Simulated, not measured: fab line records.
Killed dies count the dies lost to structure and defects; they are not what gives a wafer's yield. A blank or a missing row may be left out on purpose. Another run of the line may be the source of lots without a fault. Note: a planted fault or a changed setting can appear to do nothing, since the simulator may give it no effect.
Which of the tools did it? :: flow nandHarc :: Sampling: 11 lots, 33 wafers, 5 of 1302 route steps

== WHAT THE GAUGES SHOWED, per wafer ==
NHARC_END_SORT_01. Usual: killedAtArray 51, standard deviation 17; killedAtOther 1.6, standard deviation 2.1; killedAtPeriphery 4, standard deviation 3.2; killedDies 57, standard deviation 18; killedOpen 2.9, standard deviation 1.7; killedShort 2.3, standard deviation 1.3.
lot: L337
measured: day 24 15:33
on: prober-01
killedAtArray: 63 58 61
killedAtOther: 2 0 0
killedAtPeriphery: 2 1 0
killedDies: 67 59 61
killedOpen: 3 1 1
killedShort: 5 1 3
flag: 

lot: L342
measured: day 27 04:47
on: prober-01
killedAtArray: 67 70 96
killedAtOther: 0 0 1
killedAtPeriphery: 4 3 5
killedDies: 71 73 102
killedOpen: 1 3 7
killedShort: 2 5 2
flag: 

lot: L350
measured: day 30 02:23
on: prober-02
killedAtArray: 665 67 667
killedAtOther: 0 0 0
killedAtPeriphery: 12 10 10
killedDies: 677 77 677
killedOpen: 3 1 1
killedShort: 0 1 2
flag: OFF

lot: L351
measured: day 30 12:23
on: prober-01
killedAtArray: 21 14 667
killedAtOther: 1 0 2
killedAtPeriphery: 5 4 8
killedDies: 27 18 677
killedOpen: 2 2 2
killedShort: 5 2 3
flag: OFF

lot: L353
measured: day 30 20:04
on: prober-02
killedAtArray: 62 69 61
killedAtOther: 5 3 1
killedAtPeriphery: 0 1 0
killedDies: 67 73 62
killedOpen: 3 2 1
killedShort: 1 1 3
flag: 

lot: L354
measured: day 30 10:44
on: prober-02
killedAtArray: 54 49 39
killedAtOther: 0 0 0
killedAtPeriphery: 0 3 1
killedDies: 54 52 40
killedOpen: 3 4 3
killedShort: 2 1 1
flag: 

lot: L355
measured: day 31 12:51
on: prober-02
killedAtArray: 47 53 46
killedAtOther: 0 1 0
killedAtPeriphery: 3 0 4
killedDies: 50 54 50
killedOpen: 2 3 4
killedShort: 4 5 3
flag: 

lot: L357
measured: day 33 05:20
on: prober-02
killedAtArray: 53 53 42
killedAtOther: 10 2 8
killedAtPeriphery: 2 1 2
killedDies: 65 56 52
killedOpen: 6 4 4
killedShort: 4 1 1
flag: 

lot: L358
measured: day 33 13:57
on: prober-02
killedAtArray: 36 32 35
killedAtOther: 0 0 0
killedAtPeriphery: 12 9 7
killedDies: 48 41 42
killedOpen: 2 3 0
killedShort: 3 1 1
flag: 

lot: L359
measured: day 33 05:16
on: prober-01
killedAtArray: 44 35 31
killedAtOther: 0 1 0
killedAtPeriphery: 4 3 3
killedDies: 48 39 34
killedOpen: 3 2 1
killedShort: 3 2 1
flag: 

lot: L360
measured: day 33 12:59
on: prober-01
killedAtArray: 36 57 61
killedAtOther: 2 2 1
killedAtPeriphery: 5 5 2
killedDies: 43 64 64
killedOpen: 1 3 1
killedShort: 3 2 2
flag: 

== WHAT TOOL EACH LOT RAN ON (gives the tool, then ch and the chambers of the sampled wafers, and finally the start) ==
lot: L337
NHARC_A_STAIRCASE_ETCH_194: rieDiel-13 ch 0,2,3, day 16 02:10 or earlier
NHARC_A_STAIRCASE_ETCH_201: rieDiel-12 ch 0,3, day 16 02:10 or earlier
NHARC_A_STAIRCASE_TRIM_220: rieDiel-03 ch 0,2,3, day 16 02:10
NHARC_A_STAIRCASE_TRIM_224: rieDiel-03 ch 0,3, day 24 15:33 or earlier

lot: L342
NHARC_A_STAIRCASE_ETCH_194: rieDiel-13 ch 2,3, day 18 15:59 or earlier
NHARC_A_STAIRCASE_ETCH_201: rieDiel-03 ch 0,1,3, day 18 15:59 or earlier
NHARC_A_STAIRCASE_TRIM_220: rieDiel-13 ch 1,2, day 18 15:59
NHARC_A_STAIRCASE_TRIM_224: rieDiel-13 ch 1,2, day 27 04:47 or earlier

lot: L350
NHARC_A_STAIRCASE_ETCH_194: rieDiel-13 ch 0,1,2, day 21 09:44 or earlier
NHARC_A_STAIRCASE_ETCH_201: rieDiel-13 ch 0,2,3, day 21 09:44 or earlier
NHARC_A_STAIRCASE_TRIM_220: rieDiel-03 ch 0,1, day 21 09:44
NHARC_A_STAIRCASE_TRIM_224: rieDiel-03 ch 0,1,3, day 30 02:23 or earlier

lot: L351
NHARC_A_STAIRCASE_ETCH_194: rieDiel-03 ch 0,1,3, day 22 09:21 or earlier
NHARC_A_STAIRCASE_ETCH_201: rieDiel-13 ch 0,1, day 22 09:21 or earlier
NHARC_A_STAIRCASE_TRIM_220: rieDiel-03 ch 0,1,3, day 22 09:21
NHARC_A_STAIRCASE_TRIM_224: rieDiel-03 ch 1,2, day 30 12:23 or earlier

lot: L353
NHARC_A_STAIRCASE_ETCH_194: rieDiel-12 ch 0,1,3, day 22 16:11 or earlier
NHARC_A_STAIRCASE_ETCH_201: rieDiel-03 ch 0,2,3, day 22 16:11 or earlier
NHARC_A_STAIRCASE_TRIM_220: rieDiel-12 ch 1,3, day 22 16:11
NHARC_A_STAIRCASE_TRIM_224: rieDiel-12 ch 0,1,2, day 30 20:04 or earlier

lot: L354
NHARC_A_STAIRCASE_ETCH_194: rieDiel-13 ch 1,3, day 22 16:23 or earlier
NHARC_A_STAIRCASE_ETCH_201: rieDiel-12 ch 0,1,2, day 22 16:23 or earlier
NHARC_A_STAIRCASE_TRIM_220: rieDiel-12 ch 0,1,3, day 22 16:23
NHARC_A_STAIRCASE_TRIM_224: rieDiel-12 ch 0,1, day 30 10:44 or earlier

lot: L355
NHARC_A_STAIRCASE_ETCH_194: rieDiel-03 ch 1,2,3, day 23 07:17 or earlier
NHARC_A_STAIRCASE_ETCH_201: rieDiel-03 ch 2,3, day 23 07:17 or earlier
NHARC_A_STAIRCASE_TRIM_220: rieDiel-12 ch 0,2,3, day 23 07:17
NHARC_A_STAIRCASE_TRIM_224: rieDiel-12 ch 1,2, day 31 12:51 or earlier

lot: L357
NHARC_A_STAIRCASE_ETCH_194: rieDiel-12 ch 0,2, day 24 15:02 or earlier
NHARC_A_STAIRCASE_ETCH_201: rieDiel-03 ch 0,2,3, day 24 15:02 or earlier
NHARC_A_STAIRCASE_TRIM_220: rieDiel-03 ch 0,2,3, day 24 15:02
NHARC_A_STAIRCASE_TRIM_224: rieDiel-03 ch 0,1,2, day 33 05:20 or earlier

lot: L358
NHARC_A_STAIRCASE_ETCH_194: rieDiel-13 ch 1,2,3, day 24 23:48 or earlier
NHARC_A_STAIRCASE_ETCH_201: rieDiel-12 ch 1,2, day 24 23:48 or earlier
NHARC_A_STAIRCASE_TRIM_220: rieDiel-03 ch 0,1,2, day 24 23:48
NHARC_A_STAIRCASE_TRIM_224: rieDiel-03 ch 0,3, day 33 13:57 or earlier

lot: L359
NHARC_A_STAIRCASE_ETCH_194: rieDiel-13 ch 1,2, day 25 04:10 or earlier
NHARC_A_STAIRCASE_ETCH_201: rieDiel-13 ch 0,1, day 25 04:10 or earlier
NHARC_A_STAIRCASE_TRIM_220: rieDiel-03 ch 1,2,3, day 25 04:10
NHARC_A_STAIRCASE_TRIM_224: rieDiel-03 ch 2,3, day 33 05:16 or earlier

lot: L360
NHARC_A_STAIRCASE_ETCH_194: rieDiel-03 ch 1,3, day 25 07:14 or earlier
NHARC_A_STAIRCASE_ETCH_201: rieDiel-13 ch 0,1, day 25 07:14 or earlier
NHARC_A_STAIRCASE_TRIM_220: rieDiel-03 ch 0,2, day 25 07:14
NHARC_A_STAIRCASE_TRIM_224: rieDiel-03 ch 1,3, day 33 12:59 or earlier
- NHARC_A_STAIRCASE_ETCH_194: etches the open film in C4F8/O2, target depth 100 nm, time 40.5 s.
- NHARC_A_STAIRCASE_ETCH_201: etches the open film in C4F8/O2, target depth 100 nm, time 40.5 s.
- NHARC_A_STAIRCASE_TRIM_220: chemistry O2, time 211.2 s.
- NHARC_A_STAIRCASE_TRIM_224: chemistry O2, time 211.2 s.

== AS READ BY THE TOOLS THEMSELVES (means over the sampled wafers that have a number; for cases with no such wafer, the mark the record gives instead) ==
NHARC_A_STAIRCASE_ETCH_194. Usual: chamberPressureMTorr 24.999 mTorr, standard deviation 0.021; oesProductAu 0.941 a.u., standard deviation 0.01; rfVppV 896 V, standard deviation 5.7.
lot: L337
tool: rieDiel-13
chamberPressureMTorr (mTorr): 25.005
oesProductAu (a.u.): 0.946
rfVppV (V): 895
flag: 

lot: L342
tool: rieDiel-13
chamberPressureMTorr (mTorr): 24.997
oesProductAu (a.u.): 0.929
rfVppV (V): 893
flag: 

lot: L350
tool: rieDiel-13
chamberPressureMTorr (mTorr): 24.990
oesProductAu (a.u.): 0.936
rfVppV (V): 893
flag: 

lot: L351
tool: rieDiel-03
chamberPressureMTorr (mTorr): 25.003
oesProductAu (a.u.): 0.954
rfVppV (V): 898
flag: 

lot: L353
tool: rieDiel-12
chamberPressureMTorr (mTorr): 25.003
oesProductAu (a.u.): 0.944
rfVppV (V): 900
flag: 

lot: L354
tool: rieDiel-13
chamberPressureMTorr (mTorr): 25.004
oesProductAu (a.u.): 0.941
rfVppV (V): 887
flag: 

lot: L355
tool: rieDiel-03
chamberPressureMTorr (mTorr): 25.005
oesProductAu (a.u.): 0.951
rfVppV (V): 897
flag: 

lot: L357
tool: rieDiel-12
chamberPressureMTorr (mTorr): 25.010
oesProductAu (a.u.): 0.947
rfVppV (V): 892
flag: 

lot: L358
tool: rieDiel-13
chamberPressureMTorr (mTorr): 25.002
oesProductAu (a.u.): 0.949
rfVppV (V): 898
flag: 

lot: L359
tool: rieDiel-13
chamberPressureMTorr (mTorr): 24.993
oesProductAu (a.u.): 0.950
rfVppV (V): 902
flag: 

lot: L360
tool: rieDiel-03
chamberPressureMTorr (mTorr): 25.014
oesProductAu (a.u.): 0.935
rfVppV (V): 901
flag: 

NHARC_A_STAIRCASE_ETCH_201. Usual: chamberPressureMTorr 25.00 mTorr, standard deviation 0.031; oesProductAu 0.944 a.u., standard deviation 0.013; rfVppV 896 V, standard deviation 5.7.
lot: L337
tool: rieDiel-12
chamberPressureMTorr (mTorr): 25.01
oesProductAu (a.u.): 0.948
rfVppV (V): 900
flag: 

lot: L342
tool: rieDiel-03
chamberPressureMTorr (mTorr): 25.00
oesProductAu (a.u.): 0.938
rfVppV (V): 899
flag: 

lot: L350
tool: rieDiel-13
chamberPressureMTorr (mTorr): 25.00
oesProductAu (a.u.): 0.941
rfVppV (V): 894
flag: 

lot: L351
tool: rieDiel-13
chamberPressureMTorr (mTorr): 24.99
oesProductAu (a.u.): 0.951
rfVppV (V): 890
flag: 

lot: L353
tool: rieDiel-03
chamberPressureMTorr (mTorr): 24.98
oesProductAu (a.u.): 0.963
rfVppV (V): 895
flag: 

lot: L354
tool: rieDiel-12
chamberPressureMTorr (mTorr): 24.99
oesProductAu (a.u.): 0.955
rfVppV (V): 897
flag: 

lot: L355
tool: rieDiel-03
chamberPressureMTorr (mTorr): 24.99
oesProductAu (a.u.): 0.936
rfVppV (V): 893
flag: 

lot: L357
tool: rieDiel-03
chamberPressureMTorr (mTorr): 25.02
oesProductAu (a.u.): 0.952
rfVppV (V): 894
flag: 

lot: L358
tool: rieDiel-12
chamberPressureMTorr (mTorr): 24.98
oesProductAu (a.u.): 0.959
rfVppV (V): 897
flag: 

lot: L359
tool: rieDiel-13
chamberPressureMTorr (mTorr): 25.01
oesProductAu (a.u.): 0.938
rfVppV (V): 899
flag: 

lot: L360
tool: rieDiel-13
chamberPressureMTorr (mTorr): 25.00
oesProductAu (a.u.): 0.927
rfVppV (V): 902
flag: 

NHARC_A_STAIRCASE_TRIM_220. Usual: chamberPressureMTorr 59.99 mTorr, standard deviation 0.068; drypumpMotorCurrentA 5.9 A, standard deviation 0.49; oesProductAu 1.000 a.u., standard deviation 0.007; rfVppV 57.9 V, standard deviation 0.87; showerheadPlenumPTorr 3.55 Torr, standard deviation 0.15; throttleValvePct 17.037 %, standard deviation 0.0099.
lot: L337
tool: rieDiel-03
chamberPressureMTorr (mTorr): 60.01
drypumpMotorCurrentA (A): 5.7
oesProductAu (a.u.): 1.008
rfVppV (V): 57.3
showerheadPlenumPTorr (Torr): 3.50
throttleValvePct (%): 17.035
flag: 

lot: L342
tool: rieDiel-13
chamberPressureMTorr (mTorr): 60.02
drypumpMotorCurrentA (A): 6.3
oesProductAu (a.u.): 1.000
rfVppV (V): 58.0
showerheadPlenumPTorr (Torr): 3.37
throttleValvePct (%): 17.041
flag: 

lot: L350
tool: rieDiel-03
chamberPressureMTorr (mTorr): 60.01
drypumpMotorCurrentA (A): 5.7
oesProductAu (a.u.): 0.846
rfVppV (V): 58.3
showerheadPlenumPTorr (Torr): 3.60
throttleValvePct (%): 17.032
flag: OFF

lot: L351
tool: rieDiel-03
chamberPressureMTorr (mTorr): 60.03
drypumpMotorCurrentA (A): 5.8
oesProductAu (a.u.): 0.922
rfVppV (V): 58.2
showerheadPlenumPTorr (Torr): 3.59
throttleValvePct (%): 17.038
flag: OFF

lot: L353
tool: rieDiel-12
chamberPressureMTorr (mTorr): 60.07
drypumpMotorCurrentA (A): 6.0
oesProductAu (a.u.): 0.999
rfVppV (V): 59.0
showerheadPlenumPTorr (Torr): 3.77
throttleValvePct (%): 17.041
flag: 

lot: L354
tool: rieDiel-12
chamberPressureMTorr (mTorr): 59.99
drypumpMotorCurrentA (A): 6.1
oesProductAu (a.u.): 0.996
rfVppV (V): 58.4
showerheadPlenumPTorr (Torr): 3.65
throttleValvePct (%): 17.040
flag: 

lot: L355
tool: rieDiel-12
chamberPressureMTorr (mTorr): 59.97
drypumpMotorCurrentA (A): 6.1
oesProductAu (a.u.): 1.005
rfVppV (V): 57.4
showerheadPlenumPTorr (Torr): 3.54
throttleValvePct (%): 17.032
flag: 

lot: L357
tool: rieDiel-03
chamberPressureMTorr (mTorr): 60.04
drypumpMotorCurrentA (A): 5.7
oesProductAu (a.u.): 0.992
rfVppV (V): 57.0
showerheadPlenumPTorr (Torr): 3.48
throttleValvePct (%): 17.029
flag: 

lot: L358
tool: rieDiel-03
chamberPressureMTorr (mTorr): 59.91
drypumpMotorCurrentA (A): 5.4
oesProductAu (a.u.): 0.998
rfVppV (V): 58.2
showerheadPlenumPTorr (Torr): 3.56
throttleValvePct (%): 17.036
flag: 

lot: L359
tool: rieDiel-03
chamberPressureMTorr (mTorr): 59.92
drypumpMotorCurrentA (A): 5.5
oesProductAu (a.u.): 0.999
rfVppV (V): 58.6
showerheadPlenumPTorr (Torr): 3.55
throttleValvePct (%): 17.046
flag: 

lot: L360
tool: rieDiel-03
chamberPressureMTorr (mTorr): 59.98
drypumpMotorCurrentA (A): 5.3
oesProductAu (a.u.): 1.004
rfVppV (V): 57.0
showerheadPlenumPTorr (Torr): 3.45
throttleValvePct (%): 17.036
flag: 

NHARC_A_STAIRCASE_TRIM_224. Usual: chamberPressureMTorr 60.00 mTorr, standard deviation 0.054; drypumpMotorCurrentA 5.9 A, standard deviation 0.49; oesProductAu 0.999 a.u., standard deviation 0.0072; rfVppV 57.7 V, standard deviation 0.95; showerheadPlenumPTorr 3.55 Torr, standard deviation 0.16; throttleValvePct 17.037 %, standard deviation 0.0093.
lot: L337
tool: rieDiel-03
chamberPressureMTorr (mTorr): 60.02
drypumpMotorCurrentA (A): 6.1
oesProductAu (a.u.): 1.001
rfVppV (V): 57.8
showerheadPlenumPTorr (Torr): 3.52
throttleValvePct (%): 17.037
flag: 

lot: L342
tool: rieDiel-13
chamberPressureMTorr (mTorr): 60.03
drypumpMotorCurrentA (A): 6.3
oesProductAu (a.u.): 0.996
rfVppV (V): 57.4
showerheadPlenumPTorr (Torr): 3.37
throttleValvePct (%): 17.034
flag: 

lot: L350
tool: rieDiel-03
chamberPressureMTorr (mTorr): 59.96
drypumpMotorCurrentA (A): 5.8
oesProductAu (a.u.): 0.992
rfVppV (V): 57.9
showerheadPlenumPTorr (Torr): 3.59
throttleValvePct (%): 17.045
flag: 

lot: L351
tool: rieDiel-03
chamberPressureMTorr (mTorr): 59.99
drypumpMotorCurrentA (A): 5.1
oesProductAu (a.u.): 0.989
rfVppV (V): 57.9
showerheadPlenumPTorr (Torr): 3.55
throttleValvePct (%): 17.039
flag: 

lot: L353
tool: rieDiel-12
chamberPressureMTorr (mTorr): 59.96
drypumpMotorCurrentA (A): 6.2
oesProductAu (a.u.): 0.998
rfVppV (V): 57.2
showerheadPlenumPTorr (Torr): 3.55
throttleValvePct (%): 17.032
flag: 

lot: L354
tool: rieDiel-12
chamberPressureMTorr (mTorr): 59.96
drypumpMotorCurrentA (A): 6.2
oesProductAu (a.u.): 0.994
rfVppV (V): 56.9
showerheadPlenumPTorr (Torr): 3.53
throttleValvePct (%): 17.030
flag: 

lot: L355
tool: rieDiel-12
chamberPressureMTorr (mTorr): 59.97
drypumpMotorCurrentA (A): 6.3
oesProductAu (a.u.): 1.003
rfVppV (V): 58.5
showerheadPlenumPTorr (Torr): 3.68
throttleValvePct (%): 17.050
flag: 

lot: L357
tool: rieDiel-03
chamberPressureMTorr (mTorr): 60.08
drypumpMotorCurrentA (A): 5.4
oesProductAu (a.u.): 1.008
rfVppV (V): 58.0
showerheadPlenumPTorr (Torr): 3.57
throttleValvePct (%): 17.028
flag: 

lot: L358
tool: rieDiel-03
chamberPressureMTorr (mTorr): 59.99
drypumpMotorCurrentA (A): 6.1
oesProductAu (a.u.): 1.012
rfVppV (V): 57.6
showerheadPlenumPTorr (Torr): 3.49
throttleValvePct (%): 17.040
flag: 

lot: L359
tool: rieDiel-03
chamberPressureMTorr (mTorr): 59.99
drypumpMotorCurrentA (A): 5.8
oesProductAu (a.u.): 0.995
rfVppV (V): 57.9
showerheadPlenumPTorr (Torr): 3.46
throttleValvePct (%): 17.042
flag: 

lot: L360
tool: rieDiel-03
chamberPressureMTorr (mTorr): 60.05
drypumpMotorCurrentA (A): 5.5
oesProductAu (a.u.): 1.007
rfVppV (V): 57.8
showerheadPlenumPTorr (Torr): 3.66
throttleValvePct (%): 17.036
flag: 

== THE ANSWER, worked out from the rows above alone ==
Rule: take the mean of a lot's wafers that have a number; if it is more than 3 standard deviations from the usual mean, the lot is off. Also off: a lot with no number at a reading for which 4 or more lots have one. All remaining lots with rows at the step are treated as sound. First the gauges in route order, then the tools' own readings, where a lot's mean is used as printed above. At the first step where some lot is off, the reading lying furthest off is the one used; lots without a number count as furthest.
Off: L350, L351, at NHARC_END_SORT_01 (killedAtArray).
A tool fits if, at a process step before that reading, it ran every lot that is off, and no sound lot after the first of them. The gauges at NHARC_END_SORT_01 aren't tried: what is off there is off at NHARC_A_STAIRCASE_TRIM_220 too, on other tools, and a gauge's error can't cause that. NHARC_A_STAIRCASE_ETCH_194: start missing for some lots; hours and lot order therefore follow NHARC_A_STAIRCASE_TRIM_220. NHARC_A_STAIRCASE_ETCH_201: start missing for some lots; hours and lot order therefore follow NHARC_A_STAIRCASE_TRIM_220. NHARC_A_STAIRCASE_TRIM_224: start missing for some lots; hours and lot order therefore follow NHARC_END_SORT_01. None of those tried fits.

== WHAT THE SIMULATOR HAD INSERTED ==
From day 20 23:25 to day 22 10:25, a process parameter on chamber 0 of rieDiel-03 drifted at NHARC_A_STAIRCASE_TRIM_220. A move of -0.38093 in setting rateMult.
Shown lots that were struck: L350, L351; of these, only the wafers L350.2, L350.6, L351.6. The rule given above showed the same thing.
